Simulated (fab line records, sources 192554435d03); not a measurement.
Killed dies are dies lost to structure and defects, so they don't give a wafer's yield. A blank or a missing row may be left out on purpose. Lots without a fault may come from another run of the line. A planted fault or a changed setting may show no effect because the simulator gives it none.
A struck lot beside a sound one | flow n5_finfet | 15 steps out of a route of 1938
Sound: wafers L514.2, L514.3, L514.5. Struck: wafers L521.3, L521.5, L521.6. The cause comes at the end.
At each step with rows: each side's tool, then ch and its chambers, then its first start. Under that, the readings that differ: sound wafers | struck wafers | difference of the means | sigmas: that difference in standard deviations of wafers without a fault.
alike: readings whose means differ by less than 2 such deviations, and words and numbers that are the same on both sides. not compared: withheld readings, readings that some wafer has no value for, bounds like >300 that may hide the same value, and numbers for which the record gives no deviation and whose values overlap.
The two part at a step that has a row with sigmas, a row that says differs or no value, or rows on one side only. Numbers that don't overlap but have no deviation are shown without sigmas and don't part them. A reading that every wafer of one side lacks parts them only if that side has two wafers or more.

N5_DUMMY_GATE_ETCH_42: etches SiO2 in CHF3/O2, target depth 3.5 nm, time 31 s.
  sound on rie_diel-02 ch 1,3, day 5 16:19; struck on rie_diel-02 ch 0,1,3, day 7 07:55
  alike: drypump_motor_current_A, oes_product_au, rf_fwd_power_W, rf_vpp_V, showerhead_plenum_p_Torr, throttle_valve_pct
  not compared: rf_hours_counter_h
N5_DUMMY_GATE_STRIP_48: strips in N2/H2, time 20 s.
  sound on rie_diel-02 ch 1,3, day 5 16:22; struck on rie_diel-02 ch 0,1,3, day 7 07:58
  alike: drypump_motor_current_A, h2_flow_sccm, oes_product_au, rf_vpp_V, showerhead_plenum_p_Torr, throttle_valve_pct
  not compared: rf_hours_counter_h
then, 5 steps without rows for these wafers: N5_DUMMY_GATE_PRECLEAN_33 (cleans in dHF, time 10 s); N5_DUMMY_GATE_PRECLEAN_25 (cleans in O3/DIW, time 45 s); N5_DUMMY_GATE_PRECLEAN_51 (cleans in SC2, time 45 s); N5_DUMMY_GATE_SRD_26 (time 30 s); N5_DUMMY_GATE_UV_OZONE_45 (time 120 s).
N5_DUMMY_GATE_INSPECT_27: inspects for defects (brightfield).
  sound on defect_inspect-02, day 5 16:33; struck on defect_inspect-02, day 7 08:10
  alike: raw_defect_count
N5_SPACER0_ALD_07: deposits SiNx, target thk 2 nm.
  sound on ald_sin-04 ch 0,1,2, day 5 16:35; struck on ald_sin-01 ch 1,2, day 7 09:04
  alike: heater_power_w
N5_SPACER0_ALD_00: deposits SiOCN, target thk 3.5 nm, pulse time 3 s, purge time 2 s.
  sound on ald_sin-04 ch 0,1,2, day 5 16:44; struck on ald_sin-01 ch 1,2, day 7 09:13
  alike: heater_power_w, precursor_pulse_height_rel
N5_SPACER0_ALD_08: deposits SiNx, target thk 2 nm.
  sound on ald_sin-04 ch 0,1,2, day 5 17:00; struck on ald_sin-01 ch 1,2, day 7 09:29
  alike: heater_power_w
N5_SPACER0_INSPECT_04: inspects for defects (darkfield).
  sound on defect_inspect-02, day 5 17:10; struck on defect_inspect-02, day 7 09:39
  alike: raw_defect_count
N5_SD_EPI_N_COAT_32: time 60 s, resist thk 350 nm.
  sound on litho_track-02 ch 0, day 5 17:11; struck on litho_track-02 ch 0, day 7 09:41
  reading                  | sound                | struck               | difference | sigmas
  heater_power_total_W (W) | 503.1 503.4 499.2    | 847.7 848.5 849.5    | +346.7     | +99 or more
  plate_temp_C (C)         | 250.06 249.94 250.05 | 269.19 269.10 269.00 | +19.08     | +95
  alike: exhaust_pa
then, 1 step without rows for these wafers: N5_SD_EPI_N_COAT_33 (time 60 s, resist thk 35 nm).
-- the record jumps here: 5 days lie between the struck wafers' starts before and after (it left off in module SD_EPI_N and takes up again in module BEOL_M4, whose first step shown is number 1111 of the route) --
N5_BEOL_M4_RC_MEAS_101:
  sound on prober-02 ch 0, day 10 19:24; struck on prober-01 ch 0, day 12 14:04
  reading       | sound       | struck      | difference | sigmas
  ION_N (uA/um) | 688 675 683 | 668 658 661 | -20        | -2
  alike: DIBL_N, DIBL_P, IOFF_N, IOFF_P, ION_P, SS_N, SS_P, VT_N, VT_P

WHERE THEY PART
First at N5_SD_EPI_N_COAT_32; last, within this record, at N5_BEOL_M4_RC_MEAS_101.

WHY: what the simulator had put in
Process parameter drift: litho_track-02, from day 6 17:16 on, at N5_SD_EPI_N_COAT_32. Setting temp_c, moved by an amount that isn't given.
